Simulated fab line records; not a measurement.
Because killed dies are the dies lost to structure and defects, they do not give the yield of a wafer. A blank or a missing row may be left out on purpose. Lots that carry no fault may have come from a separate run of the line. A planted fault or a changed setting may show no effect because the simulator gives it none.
Split-lot experiment -- flow n5Finfet -- 21 wafers read from 7 lots, route of 1938 steps

THE SPLIT
At N5_MOL_CONTACT_COAG_ETCH_91 (etches SOC in N2/H2, target depth 60 nm, overetch 21 nm, time 101.2 s), the setting sourceW was moved away from the recipe's 840 W on 6 of the 21 wafers read, by -14.3% to -9.5%. This setting was run at the recipe's value on the other wafers.

The reading comes from the split's own step.

THE READING
rfVppV, in V, at N5_MOL_CONTACT_COAG_ETCH_91 (etches SOC in N2/H2, target depth 60 nm, overetch 21 nm, time 101.2 s). Fault-free wafers of this fab line usually give 524.9 V, standard deviation 2.7 V.

wafer,"tool, chamber at the split","sourceW as run, W",against the recipe,"rfVppV, V",against lot-mates on the recipe
L074.2,"rieDiel-03, 0",840,recipe,524.9,-
L074.3,"rieDiel-03, 1",840,recipe,523.0,-
L074.4,"rieDiel-03, 2",840,recipe,520.3,-
L079.3,"rieDiel-03, 2",725.4,-13.6%,547.1,+22.7
L079.4,"rieDiel-03, 3",725.4,-13.6%,555.2,+30.8
L079.5,"rieDiel-03, 1",840,recipe,524.4,-
L081.1,"rieDiel-03, 2",840,recipe,520.3,-
L081.3,"rieDiel-03, 3",840,recipe,527.5,-
L081.5,"rieDiel-03, 1",840,recipe,525.4,-
L082.1,"rieDiel-06, 3",719.7,-14.3%,555.4,+28.1
L082.2,"rieDiel-06, 1",840,recipe,526.4,-
L082.4,"rieDiel-06, 0",840,recipe,528.1,-
L083.2,"rieDiel-06, 2",840,recipe,520.5,-
L083.4,"rieDiel-06, 1",759.8,-9.5%,542.3,+21.8
L083.5,"rieDiel-06, 1",759.8,-9.5%,543.5,+23.0
L087.2,"rieDiel-01, 1",840,recipe,521.0,-
L087.4,"rieDiel-01, 3",840,recipe,525.1,-
L087.5,"rieDiel-01, 0",840,recipe,525.5,-
L097.1,"rieDiel-06, 0",840,recipe,527.8,-
L097.3,"rieDiel-06, 2",743.8,-11.5%,542.3,+16.5
L097.6,"rieDiel-06, 1",840,recipe,523.9,-

FIT RESULTS
A straight line over all 21 wafers: rfVppV changes by -1.96 V for each +1% of sourceW; r = -0.97; the points scatter about the line by 3 V.
The same after taking each lot's own level away (the mean of its wafers on the recipe; 21 wafers): -1.96 V for each +1%; r = -0.97; scatter 2.9 V.
The reading moves by 28 V for the largest change in sourceW, on that fit.
The lots' own levels span 520.50 to 527.25 V, that is 2.5 times the standard deviation above.
Consequently the slope shifts little with the lot-to-lot level, the two slopes agreeing.
Check: for one of the wafers moved furthest among these (-14.3%), held out of the fit, the line's prediction against its lot-mates is +28.1 V. Against them it came out at +28.1 V.
Tool readings at the split's step, against how far the setting was moved: rfVppV r = -0.97.

THESE WAFERS: OTHER SPLITS
Other splits were also applied to these wafers ahead of the reading. Each is held against what the fit with the lots' levels taken away leaves over:
other split on the same wafers,wafers away from the commonest value,r with rfVppV (lot level and that fit taken away)
N5_FIN_SAQP_FIN_ETCH_36 icpW,9,+0.11
N5_DUMMY_GATE_COAT_34 spinRpm,8,+0.10
N5_DUMMY_GATE_EXPOSE_12 doseMj,10,-0.19
N5_SDB_COAT_03 spinRpm,9,+0.35
N5_SDB_COAT_04 spinRpm,6,+0.11

FILE'S OWN FIT
rfVppV changes by -1.91 V for each +1% of sourceW, r = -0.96.
